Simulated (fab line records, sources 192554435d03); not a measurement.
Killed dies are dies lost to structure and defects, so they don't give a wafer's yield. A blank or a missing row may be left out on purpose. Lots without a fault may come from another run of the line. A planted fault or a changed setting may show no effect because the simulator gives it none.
fab line records | flow n5_finfet
record lots=7 wafers=21
route steps=1938 shown BEOL_M8@1386 BEOL_M9@1464 BEOL_M10@1509 BEOL_M11@1578
start_h: hours from the record's first day to the start of the lot's first wafer shown | wait_h: hours since the lot's step before | " the same as in the row above | L1.1+2: a row that stands for several wafers | - no value, or no start given | * or withheld: withheld | < > ~ a bound
route shown NAME@n: a module of which the file shows steps, and the number in the route of the first | usual: mean/standard deviation of fault-free wafers | same: alike in all rows | chamber/n: place in a boat | sites: the reading at each site | _std_site: their standard deviation | _edge_site: outer sites' mean less inner sites' | radius_mm: how far each site lies from the wafer's centre | mask NAME#n: copy n | behind: the tool/chamber that last shaped the wafer | hold: why the lot was held/for how many hours/how that ended | device: the transistor (n, p or np) that didn't switch | end of line: the same wafers' tests at the end of the route | a step without rows: its recipe alone | killed: dies lost to structure and defects at the first sort, not the wafer's yield | map: a wafer's dies, x killed, . not, _ none there
set.NAME: the setting as run; set.NAME@STEP: as run at that earlier step | model.NAME: the simulator's own value behind a step, which no gauge read
lots whose settings were changed on purpose; a table a step, a row a wafer
## steps
# step N5_BEOL_M8_CURE_75
# recipe temp_c=370 time_s=120 ambient=DMADMS/He material=SiCOH_lowk
# usual lamp_power_pct=52.31/0.058
# columns lot.wafer tool chamber start_h wait_h set.time_s lamp_power_pct
L081.1 uv_cure-02 0 265.97 0.0 145.4 51.25
L081.2 " 0 " " 120 52.42
L081.3 " 0 " " 120 52.33
L082.2 uv_cure-03 1 266.11 0.1 120 52.32
L082.4 " 1 " " 120 52.30
L082.6 " 1 " " 120 52.31
L083.3 uv_cure-03 1 273.16 0.4 131.6 51.90
L083.4 " 1 " " 131.6 51.72
L083.6 " 1 " " 120 52.14
L087.1 uv_cure-02 1 295.32 0.1 144.3 51.24
L087.2 " 1 " " 144.3 51.24
L087.3 " 1 " " 120 52.37
L088.1 uv_cure-01 2 295.86 0.0 139 51.58
L088.4 " 2 " " 120 52.32
L088.6 " 2 " " 139 51.59
L086.1 uv_cure-03 2 295.91 0.0 120 52.36
L086.2 " 2 " " 133.8 51.63
L086.3 " 2 " " 133.8 51.69
L090.2 uv_cure-01 0 316.40 0.2 120 52.46
L090.4 " 0 " " 120 52.34
L090.6 " 0 " " 133.1 51.74
# step N5_BEOL_M9_CMP_52
# recipe stop_on=SiCOH_lowk t_overpolish_s=7 down_force_psi=1 platen_rpm=50 clearing_platen_down_force_psi=1.5 clearing_platen_rpm=50 post_cmp_clean=cu_alkaline target_thk_nm=140 clearing_platen_pad_velocity_m_s=0.99484 pad_velocity_m_s=0.99484
# usual barrier_field_endpoint_s=28.6/0.97
# columns lot.wafer tool chamber start_h wait_h set.down_force_psi barrier_field_endpoint_s
L081.1 cmp-02 1 276.63 0.3 1 28.9
L081.2 " 2 " " 1 28.7
L081.3 " 3 " " 0.8832 33.7
L082.2 cmp-04 3 278.79 0.2 1 28.3
L082.4 " 0 " " 1 28.9
L082.6 " 0 " " 1 29.0
L083.3 cmp-04 0 284.71 0.2 0.8248 34.4
L083.4 " 3 " " 1 29.3
L083.6 " 1 " " 1 28.8
L088.1 cmp-03 1 309.23 0.3 0.9054 31.9
L088.4 " 2 " " 1 28.0
L088.6 " 3 " " 1 27.0
L087.3 cmp-02 1 309.33 0.2 1.056 26.9
L087.1 " 2 " " 1 28.4
L087.2 " 3 " " 1.056 28.1
L086.2 cmp-04 2 309.87 0.2 1.165 24.7
L086.3 " 3 " " 1 28.1
L086.1 " 0 " " 1.165 24.3
L090.4 cmp-03 1 326.47 0.2 1 28.8
L090.2 " 2 " " 1 28.9
L090.6 " 0 " " 1 27.8
# step N5_BEOL_M10_VIA_ETCH_34
# recipe chemistry=C4F6/O2 target=SiCOH_lowk target_depth_a=1845 mask_material=SOC taper_deg=4 time_s=69.2 ion_energy_ev=250 pressure_mtorr=30 source_w=345 bias_w=185 Ar_flow_sccm=300 C4F6_flow_sccm=10 O2_flow_sccm=10
# columns lot.wafer tool chamber start_h wait_h set.time_s model.etch.depth_nm model.SOC_of_BEOL_M10_COAT_63.thk_nm
L081.1 rie_diel-05 0 281.89 0.0 55.9 149.7 93.8
L081.2 " 1 " " 69.2 187.5 92
L081.3 " 3 " " 69.2 192.2 91.8
L082.2 rie_diel-01 3 284.49 0.0 69.2 185.5 91.8
L082.4 " 1 " " 69.2 178.2 92.2
L082.6 " 0 " " 69.2 184.3 92
L083.3 rie_diel-05 0 292.69 0.0 69.2 187.6 91.2
L083.4 " 3 " " 74.02 207.2 90.4
L083.6 " 2 " " 74.02 206.1 90.6
L087.1 rie_diel-03 1 314.95 0.0 69.2 189.6 91.4
L087.2 " 2 " " 69.2 184.4 91.6
L087.3 " 3 " " 69.2 188.4 91.8
L088.1 rie_diel-01 0 314.96 0.0 69.2 184.9 92.2
L088.4 " 3 " " 69.2 186.4 92.2
L088.6 " 0 " " 69.2 186.6 92.2
L086.1 rie_diel-05 1 315.59 0.0 64.83 175.9 92.2
L086.2 " 2 " " 64.83 178.8 92.2
L086.3 " 3 " " 69.2 192.2 91.6
L090.2 rie_diel-03 2 330.81 0.0 59.04 159.4 93.4
L090.4 " 3 " " 59.04 162.8 93.2
L090.6 " 0 " " 69.2 186.4 92
# step N5_BEOL_M10_TRENCH_ETCH_37
# recipe chemistry=C4F6/O2 target_depth_a=1488.3 target=SiCOH_lowk time_s=48 ion_energy_ev=250 pressure_mtorr=30 source_w=345 bias_w=185 Ar_flow_sccm=300 C4F6_flow_sccm=10 O2_flow_sccm=10
# usual rf_vpp_V=665/11
# columns lot.wafer tool chamber start_h wait_h set.source_w rf_vpp_V model.etch.depth_nm model.BEOL_M10.feature_depth_nm
L081.1 rie_diel-05 0 - - 345 662 151.8 151.8
L081.2 " 1 " " 345 661 152.4 152.4
L081.3 " 3 " " 345 664 156.8 156.8
L082.2 rie_diel-01 3 - - 345 654 149.6 149.6
L082.4 " 1 " " 345 679 145.5 145.4
L082.6 " 0 " " 345 661 149.8 149.8
L083.3 rie_diel-05 0 - - 345 660 152.5 152.6
L083.4 " 3 " " 390.9 622 163.4 163.4
L083.6 " 2 " " 345 665 153.5 153.4
L087.1 rie_diel-03 1 - - 345 681 153.7 153.8
L087.2 " 2 " " 345 645 150 150
L087.3 " 3 " " 345 652 153.7 153.8
L088.1 rie_diel-01 0 - - 376.6 632 154.6 154.6
L088.4 " 3 " " 345 653 149.9 150
L088.6 " 0 " " 345 660 149.9 150
L086.1 rie_diel-05 1 - - 307.9 700 145 145
L086.2 " 2 " " 345 664 152.8 152.8
L086.3 " 3 " " 345 662 155.1 155.2
L090.2 rie_diel-03 2 - - 285.9 710 138.4 138.4
L090.4 " 3 " " 345 651 153.2 153.2
L090.6 " 0 " " 285.9 749 139.4 139.4
# step N5_BEOL_M10_ETCH_41
# recipe chemistry=CH3F/O2 target=SiCN target_depth_a=426 taper_deg=2 time_s=86 ion_energy_ev=120 mask_material=TiN pressure_mtorr=30 source_w=395 bias_w=75 Ar_flow_sccm=150 CH3F_flow_sccm=30 O2_flow_sccm=20
# step N5_BEOL_M10_STRIP_77
# recipe chemistry=N2/H2 time_s=10 power_w=450 temp_c=40 pressure_mtorr=20 rf_frequency_hz=6e+07 bias_power_w=7 n2_flow_sccm=200 h2_flow_sccm=200
# step N5_BEOL_M10_OCD_MEAS_38
# usual trench_depth_nm=151/3.6
# columns lot.wafer tool chamber start_h wait_h set.source_w@BEOL_M10_TRENCH_ETCH_37 trench_depth_nm
L081.1 ocd-02 - 282.17 - 345 151
L081.2 " - " " 345 152
L081.3 " - " " 345 157
L082.2 ocd-02 - 284.77 - 345 150
L082.4 " - " " 345 145
L082.6 " - " " 345 150
L083.3 ocd-01 - 292.98 - 345 153
L083.4 " - " " 390.9 163
L083.6 " - " " 345 153
L087.1 ocd-02 - 315.24 - 345 154
L087.2 " - " " 345 150
L087.3 " - " " 345 154
L088.1 ocd-01 - 315.24 - 376.6 155
L088.4 " - " " 345 150
L088.6 " - " " 345 150
L086.1 ocd-01 - 315.87 - 307.9 145
L086.2 " - " " 345 152
L086.3 " - " " 345 156
L090.2 ocd-01 - 331.10 - 285.9 139
L090.4 " - " " 345 153
L090.6 " - " " 285.9 139
# step N5_BEOL_M10_HM_STRIP_39
# recipe chemistry=peroxide_tin_strip material=TiN target_depth_a=250 temp_c=50 time_s=158
# step N5_BEOL_M10_SRD_40
# recipe time_s=30 temp_c=23 rinse_liquid=diw dry=ipa_marangoni
# step N5_BEOL_M10_ECD_50
# recipe material=Cu target_thk_a=3180
# step N5_BEOL_M10_ANNEAL_51
# recipe temp_c=225 time_s=90 ambient=N2
# step N5_BEOL_M10_CMP_52
# recipe stop_on=SiCOH_lowk t_overpolish_s=7 down_force_psi=1 platen_rpm=50 clearing_platen_down_force_psi=1.5 clearing_platen_rpm=50 post_cmp_clean=cu_alkaline target_thk_nm=140 clearing_platen_pad_velocity_m_s=0.99484 pad_velocity_m_s=0.99484
# columns lot.wafer tool chamber start_h wait_h set.source_w@BEOL_M10_TRENCH_ETCH_37 model.Cu_of_BEOL_M10_ECD_50.thk_nm
L081.1 cmp-03 0 284.44 0.3 345 139.8
L081.3 " 1 " " 345 148.4
L081.2 " 3 " " 345 141.6
L082.2 cmp-02 1 286.66 0.3 345 142.4
L082.4 " 2 " " 345 136
L082.6 " 0 " " 345 142.2
L083.4 cmp-02 3 295.83 0.2 390.9 155.2
L083.3 " 0 " " 345 143.8
L083.6 " 0 " " 345 145.2
L087.3 cmp-02 2 317.76 0.2 345 144.2
L087.1 " 3 " " 345 144.4
L087.2 " 1 " " 345 141.8
L088.4 cmp-01 3 318.07 0.2 345 140.4
L088.1 " 0 " " 376.6 145.4
L088.6 " 2 " " 345 140.2
L086.1 cmp-02 2 318.67 0.3 307.9 134.2
L086.3 " 3 " " 345 144
L086.2 " 0 " " 345 143
L090.4 cmp-03 3 333.27 0.1 345 142
L090.2 " 1 " " 285.9 129.2
L090.6 " 0 " " 285.9 126.6
# step N5_BEOL_M10_THK_MEAS_53
# recipe thk_meas_gauge=xrf reads=Cu_of_BEOL_M10_ECD_50
# usual M10_THK=141/3.8
# columns lot.wafer tool chamber start_h wait_h set.source_w@BEOL_M10_TRENCH_ETCH_37 M10_THK[nm]
L081.1 film_metro-01 - 284.74 - 345 139
L081.2 " - " " 345 141
L081.3 " - " " 345 147
L082.2 film_metro-01 - 286.88 - 345 140
L082.4 " - " " 345 134
L082.6 " - " " 345 140
L083.3 film_metro-01 - 296.12 - 345 144
L083.4 " - " " 390.9 156
L083.6 " - " " 345 145
L087.1 film_metro-01 - 318.05 - 345 144
L087.2 " - " " 345 141
L087.3 " - " " 345 143
L088.1 film_metro-02 - 318.32 - 376.6 145
L088.4 " - " " 345 140
L088.6 " - " " 345 140
L086.1 film_metro-02 - 318.97 - 307.9 134
L086.2 " - " " 345 143
L086.3 " - " " 345 144
L090.2 film_metro-01 - 333.56 - 285.9 128
L090.4 " - " " 345 141
L090.6 " - " " 285.9 125
# step N5_BEOL_M10_PRE_CLEAN_55
# recipe gas=NH3 time_s=15 temp_c=withheld rf_power_w=300
# step N5_BEOL_M10_DEP_56
# recipe material=SiCN target_thk_a=150 temp_c=withheld precursor=3MS/NH3 pressure_torr=3 rf_w=202 time_s=26.5
# step N5_BEOL_M10_RS_MEAS_57
# recipe thk_meas_gauge=four-point-probe reads=Cu_of_BEOL_M10_ECD_50+Co_of_BEOL_M10_CVD_75+TaN_of_BEOL_M10_ALD_74
# usual M10_RS=0.149/0.0043
# columns lot.wafer tool chamber start_h wait_h set.source_w@BEOL_M10_TRENCH_ETCH_37 M10_RS[ohm/sq]
L081.1 film_metro-02 - 284.87 0.1 345 0.151
L081.2 " - " " 345 0.149
L081.3 " - " " 345 0.141
L082.2 film_metro-01 - 287.01 0.1 345 0.148
L082.4 " - " " 345 0.156
L082.6 " - " " 345 0.148
L083.3 film_metro-01 - 296.26 0.1 345 0.147
L083.4 " - " " 390.9 0.135
L083.6 " - " " 345 0.145
L087.1 film_metro-02 - 318.22 0.1 345 0.146
L087.2 " - " " 345 0.148
L087.3 " - " " 345 0.146
L088.1 film_metro-02 - 318.46 0.1 376.6 0.144
L088.4 " - " " 345 0.150
L088.6 " - " " 345 0.150
L086.1 film_metro-01 - 319.10 0.1 307.9 0.159
L086.2 " - " " 345 0.148
L086.3 " - " " 345 0.146
L090.2 film_metro-02 - 333.70 0.1 285.9 0.164
L090.4 " - " " 345 0.148
L090.6 " - " " 285.9 0.168
# step N5_BEOL_M11_TRENCH_ETCH_37
# recipe chemistry=C4F6/O2 target_depth_a=1488.3 target=SiCOH_lowk time_s=48 ion_energy_ev=250 pressure_mtorr=30 source_w=345 bias_w=185 Ar_flow_sccm=300 C4F6_flow_sccm=10 O2_flow_sccm=10
# usual rf_vpp_V=667/20
# columns lot.wafer tool chamber start_h wait_h set.bias_w rf_vpp_V model.BEOL_M11.feature_depth_nm model.etch.depth_nm
L081.1 rie_diel-02 0 - - 185 650 147.8 147.9
L081.2 " 2 " " 185 676 151 151.1
L081.3 " 3 " " 185 680 152.2 152.3
L082.2 rie_diel-02 2 - - 185 677 151.8 151.9
L082.4 " 3 " " 185 678 150.8 150.8
L082.6 " 1 " " 185 638 150.2 150.3
L083.3 rie_diel-06 3 - - 173.7 617 146 146.1
L083.4 " 2 " " 173.7 627 142.6 142.6
L083.6 " 0 " " 173.7 638 145.4 145.4
L087.1 rie_diel-02 3 - - 185 678 149.6 149.6
L087.2 " 1 " " 185 638 150 150
L087.3 " 0 " " 156.7 569 140.6 140.6
L088.1 rie_diel-04 2 - - 185 666 147.6 147.7
L088.4 " 3 " " 185 674 144.4 144.5
L088.6 " 2 " " 153.6 574 138.4 138.5
L086.1 rie_diel-02 2 - - 185 676 151 151
L086.2 " 0 " " 172.4 614 147 146.9
L086.3 " 1 " " 185 637 152 152
L090.2 rie_diel-02 3 - - 185 677 151 150.9
L090.4 " 2 " " 185 676 149.2 149.2
L090.6 " 1 " " 185 638 150.2 150.3
# step N5_BEOL_M11_ETCH_41
# recipe chemistry=CH3F/O2 target=SiCN target_depth_a=426 taper_deg=2 time_s=86 ion_energy_ev=120 mask_material=TiN pressure_mtorr=30 source_w=395 bias_w=75 Ar_flow_sccm=150 CH3F_flow_sccm=30 O2_flow_sccm=20
# columns lot.wafer tool chamber start_h wait_h set.time_s model.etch.depth_nm
L081.1 rie_diel-02 0 - - 98.61 37.28
L081.2 " 2 " " 98.61 38.5
L081.3 " 3 " " 86 33.51
L082.2 rie_diel-02 2 - - 86 33.34
L082.4 " 3 " " 86 33.49
L082.6 " 1 " " 86 33.13
L083.3 rie_diel-06 3 - - 100.8 38.39
L083.4 " 2 " " 86 31.49
L083.6 " 0 " " 100.8 37.99
L087.1 rie_diel-02 3 - - 92.14 35.3
L087.2 " 1 " " 92.14 35.68
L087.3 " 0 " " 86 32.63
L088.1 rie_diel-04 2 - - 86 32.4
L088.4 " 3 " " 86 32.25
L088.6 " 2 " " 86 32.53
L086.1 rie_diel-02 2 - - 86 33.1
L086.2 " 0 " " 67.15 25.58
L086.3 " 1 " " 67.15 26.14
L090.2 rie_diel-02 3 - - 86 33.42
L090.4 " 2 " " 86 33.06
L090.6 " 1 " " 94.9 36.98
# step N5_BEOL_M11_STRIP_77
# recipe chemistry=N2/H2 time_s=10 power_w=450 temp_c=40 pressure_mtorr=20 rf_frequency_hz=6e+07 bias_power_w=7 n2_flow_sccm=200 h2_flow_sccm=200
# step N5_BEOL_M11_OCD_MEAS_38
# usual trench_depth_nm=148.5/2.2
# columns lot.wafer tool chamber start_h wait_h set.bias_w@BEOL_M11_TRENCH_ETCH_37 trench_depth_nm
L081.1 ocd-01 - 288.79 - 185 148.0
L081.2 " - " " 185 150.9
L081.3 " - " " 185 151.7
L082.2 ocd-02 - 293.20 - 185 151.7
L082.4 " - " " 185 151.0
L082.6 " - " " 185 150.0
L083.3 ocd-02 - 301.49 - 173.7 146.3
L083.4 " - " " 173.7 142.2
L083.6 " - " " 173.7 145.5
L087.1 ocd-02 - 324.76 - 185 149.2
L087.2 " - " " 185 149.8
L087.3 " - " " 156.7 140.8
L088.1 ocd-02 - 325.17 - 185 147.9
L088.4 " - " " 185 143.9
L088.6 " - " " 153.6 138.4
L086.1 ocd-02 - 325.23 - 185 151.1
L086.2 " - " " 172.4 146.9
L086.3 " - " " 185 152.2
L090.2 ocd-01 - 339.49 - 185 150.9
L090.4 " - " " 185 149.1
L090.6 " - " " 185 150.2
# step N5_BEOL_M11_HM_STRIP_39
# recipe chemistry=peroxide_tin_strip material=TiN target_depth_a=250 temp_c=50 time_s=158
# step N5_BEOL_M11_SRD_40
# recipe time_s=30 temp_c=23 rinse_liquid=diw dry=ipa_marangoni
# step N5_BEOL_M11_ECD_50
# recipe material=Cu target_thk_a=3180
# step N5_BEOL_M11_ANNEAL_51
# recipe temp_c=225 time_s=90 ambient=N2
# step N5_BEOL_M11_CMP_52
# recipe stop_on=SiCOH_lowk t_overpolish_s=7 down_force_psi=1 platen_rpm=50 clearing_platen_down_force_psi=1.5 clearing_platen_rpm=50 post_cmp_clean=cu_alkaline target_thk_nm=140 clearing_platen_pad_velocity_m_s=0.99484 pad_velocity_m_s=0.99484
# columns lot.wafer tool chamber start_h wait_h set.bias_w@BEOL_M11_TRENCH_ETCH_37 model.Cu_of_BEOL_M11_ECD_50.thk_nm
L081.1 cmp-01 3 292.70 0.3 185 137.8
L081.2 " 1 " " 185 139.8
L081.3 " 2 " " 185 142.8
L082.4 cmp-04 3 295.64 0.1 185 140.6
L082.2 " 1 " " 185 142.6
L082.6 " 3 " " 185 139.8
L083.4 cmp-04 2 304.63 0.2 173.7 135.6
L083.3 " 3 " " 173.7 135.8
L083.6 " 1 " " 173.7 136.2
L087.3 cmp-03 2 327.01 0.2 156.7 132.2
L087.1 " 3 " " 185 140.2
L087.2 " 0 " " 185 139.4
L088.1 cmp-03 0 327.55 0.3 185 135.2
L088.4 " 1 " " 185 136.2
L088.6 " 0 " " 153.6 128
L086.3 cmp-04 1 327.98 0.2 185 140.8
L086.1 " 2 " " 185 143
L086.2 " 0 " " 172.4 135.2
L090.2 cmp-01 3 342.05 0.2 185 141.8
L090.4+6 " 2,3 " " 185 139.8
# step N5_BEOL_M11_THK_MEAS_53
# recipe thk_meas_gauge=xrf reads=Cu_of_BEOL_M11_ECD_50
# usual M11_THK=138.2/2.4
# columns lot.wafer tool chamber start_h wait_h set.bias_w@BEOL_M11_TRENCH_ETCH_37 M11_THK[nm]
L081.1 film_metro-01 - 292.99 - 185 137.1
L081.2 " - " " 185 139.3
L081.3 " - " " 185 142.2
L082.2 film_metro-02 - 295.93 - 185 142.5
L082.4 " - " " 185 141.3
L082.6 " - " " 185 139.6
L083.3 film_metro-01 - 304.85 - 173.7 133.7
L083.4 " - " " 173.7 134.0
L083.6 " - " " 173.7 134.3
L087.1 film_metro-01 - 327.27 - 185 138.8
L087.2 " - " " 185 137.6
L087.3 " - " " 156.7 130.8
L088.1 film_metro-01 - 327.81 - 185 134.9
L088.4 " - " " 185 135.7
L088.6 " - " " 153.6 128.1
L086.1 film_metro-01 - 328.28 - 185 140.7
L086.2 " - " " 172.4 133.3
L086.3 " - " " 185 139.1
L090.2 film_metro-01 - 342.34 - 185 141.1
L090.4 " - " " 185 138.6
L090.6 " - " " 185 138.0
# step N5_BEOL_M11_PRE_CLEAN_55
# recipe gas=NH3 time_s=15 temp_c=withheld rf_power_w=300
# step N5_BEOL_M11_DEP_56
# recipe material=SiCN target_thk_a=300 temp_c=withheld precursor=3MS/NH3 pressure_torr=3 rf_w=675 time_s=10.5
# step N5_BEOL_M11_RS_MEAS_57
# recipe thk_meas_gauge=four-point-probe reads=Cu_of_BEOL_M11_ECD_50+Co_of_BEOL_M11_CVD_75+TaN_of_BEOL_M11_ALD_74
# usual M11_RS=0.1521/0.0027
# columns lot.wafer tool chamber start_h wait_h set.bias_w@BEOL_M11_TRENCH_ETCH_37 M11_RS[ohm/sq]
L081.1 film_metro-02 - 293.12 0.0 185 0.1533
L081.2 " - " " 185 0.1508
L081.3 " - " " 185 0.1470
L082.2 film_metro-02 - 296.06 0.0 185 0.1474
L082.4 " - " " 185 0.1499
L082.6 " - " " 185 0.1507
L083.3 film_metro-01 - 305.00 0.0 173.7 0.1562
L083.4 " - " " 173.7 0.1559
L083.6 " - " " 173.7 0.1559
L087.1 film_metro-01 - 327.40 0.0 185 0.1507
L087.2 " - " " 185 0.1514
L087.3 " - " " 156.7 0.1605
L088.1 film_metro-02 - 327.94 0.0 185 0.1563
L088.4 " - " " 185 0.1548
L088.6 " - " " 153.6 0.1665
L086.1 film_metro-01 - 328.40 0.0 185 0.1476
L086.2 " - " " 172.4 0.1571
L086.3 " - " " 185 0.1500
L090.2 film_metro-02 - 342.47 0.0 185 0.1486
L090.4 " - " " 185 0.1511
L090.6 " - " " 185 0.1509
## key
split step=N5_BEOL_M8_CURE_75 setting=time_s stated=120 by=wafer
response step=N5_BEOL_M8_CURE_75 reading=lamp_power_pct change=* per=1% r=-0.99
split step=N5_BEOL_M9_CMP_52 setting=down_force_psi stated=1 by=wafer
response step=N5_BEOL_M9_CMP_52 reading=barrier_field_endpoint_s change=-0.305 per=1% r=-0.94
split step=N5_BEOL_M10_VIA_ETCH_34 setting=time_s stated=69.2 by=wafer
response step=N5_BEOL_M10_VIA_ETCH_34 reading=model.etch.depth_nm change=+2.03 per=1% r=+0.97
response step=N5_BEOL_M10_VIA_ETCH_34 reading=model.SOC_of_BEOL_M10_COAT_63.thk_nm change=-0.0954 per=1% r=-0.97
split step=N5_BEOL_M10_TRENCH_ETCH_37 setting=source_w stated=345 by=wafer
response step=N5_BEOL_M10_TRENCH_ETCH_37 reading=rf_vpp_V change=-3.74 per=1% r=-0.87
response step=N5_BEOL_M10_TRENCH_ETCH_37 reading=model.etch.depth_nm change=+0.78 per=1% r=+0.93
response step=N5_BEOL_M10_TRENCH_ETCH_37 reading=model.BEOL_M10.feature_depth_nm change=+0.779 per=1% r=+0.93
response step=N5_BEOL_M10_OCD_MEAS_38 reading=trench_depth_nm change=+0.773 per=1% r=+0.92
response step=N5_BEOL_M10_CMP_52 reading=model.Cu_of_BEOL_M10_ECD_50.thk_nm change=+0.792 per=1% r=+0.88
response step=N5_BEOL_M10_THK_MEAS_53 reading=M10_THK change=+0.799 per=1% r=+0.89
response step=N5_BEOL_M10_RS_MEAS_57 reading=M10_RS change=-0.000947 per=1% r=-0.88
split step=N5_BEOL_M11_TRENCH_ETCH_37 setting=bias_w stated=185 by=wafer
response step=N5_BEOL_M11_TRENCH_ETCH_37 reading=rf_vpp_V change=+5.75 per=1% r=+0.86
response step=N5_BEOL_M11_TRENCH_ETCH_37 reading=model.BEOL_M11.feature_depth_nm change=+0.528 per=1% r=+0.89
response step=N5_BEOL_M11_TRENCH_ETCH_37 reading=model.etch.depth_nm change=+0.527 per=1% r=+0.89
response step=N5_BEOL_M11_OCD_MEAS_38 reading=trench_depth_nm change=+0.517 per=1% r=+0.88
response step=N5_BEOL_M11_CMP_52 reading=model.Cu_of_BEOL_M11_ECD_50.thk_nm change=+0.515 per=1% r=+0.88
response step=N5_BEOL_M11_THK_MEAS_53 reading=M11_THK change=+0.496 per=1% r=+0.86
response step=N5_BEOL_M11_RS_MEAS_57 reading=M11_RS change=-0.000681 per=1% r=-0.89
split step=N5_BEOL_M11_ETCH_41 setting=time_s stated=86 by=wafer
response step=N5_BEOL_M11_ETCH_41 reading=model.etch.depth_nm change=+0.345 per=1% r=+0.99
